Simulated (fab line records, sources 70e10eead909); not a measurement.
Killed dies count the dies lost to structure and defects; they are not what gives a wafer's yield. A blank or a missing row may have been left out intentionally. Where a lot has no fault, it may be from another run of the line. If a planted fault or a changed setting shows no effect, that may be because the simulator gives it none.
Which of the tools did it?	flow nand_harc	36 wafers sampled from 12 lots at 1 step of a route of 1302

## WHAT THE GAUGES READ, wafer by wafer
NHARC_A_BLC_CD_MEAS_19.
lot	measured	on	cd_nm (nm)
L075	day 22 14:05	cd_sem-03	101.8 103.4 100.4
L077	day 24 07:13	cd_sem-01	99.7 99.7 98.6
L080	day 24 10:24	cd_sem-02	99.5 102.7 99.4
L081	day 25 15:39	cd_sem-01	100.0 100.5 101.2
L083	day 26 11:17	cd_sem-03	102.1 100.9 98.3
L085	day 27 04:45	cd_sem-02	98.1 98.4 97.0
L088	day 28 02:21	cd_sem-02	99.0 97.4 99.4
L089	day 28 04:02	cd_sem-01	101.4 101.5 102.2
L090	day 28 22:16	cd_sem-01	100.4 100.3 99.3
L093	day 30 01:11	cd_sem-02	99.3 102.5 99.4
L095	day 31 05:08	cd_sem-02	99.2 100.1 100.9
L097	day 32 11:01	cd_sem-02	99.7 97.9 99.7

## WHICH TOOL RAN EACH LOT (tool, then ch and the chambers of the sampled wafers, then the start)
Record: no process step prior to these readings.

## THE ANSWER, worked out from the rows above alone
Rule: what is usual is taken from the lots themselves. Put in order of their means at a reading, lots are off if they are a third of the lots or fewer, leave a main group of 4 or more, and stand apart from it by a gap of 3 or more times the standard deviation of the main group's means; of several such gaps the widest counts. A main group whose means are all the same, to the digits that the tables above print for the reading, isn't used. A lot without any number at a reading at which 4 lots or more have one is off too. Where the step has rows for the other lots, those lots are counted as sound.
Nothing can be told from this: no lot is off at any reading shown.

## WHAT THE SIMULATOR HAD PUT IN
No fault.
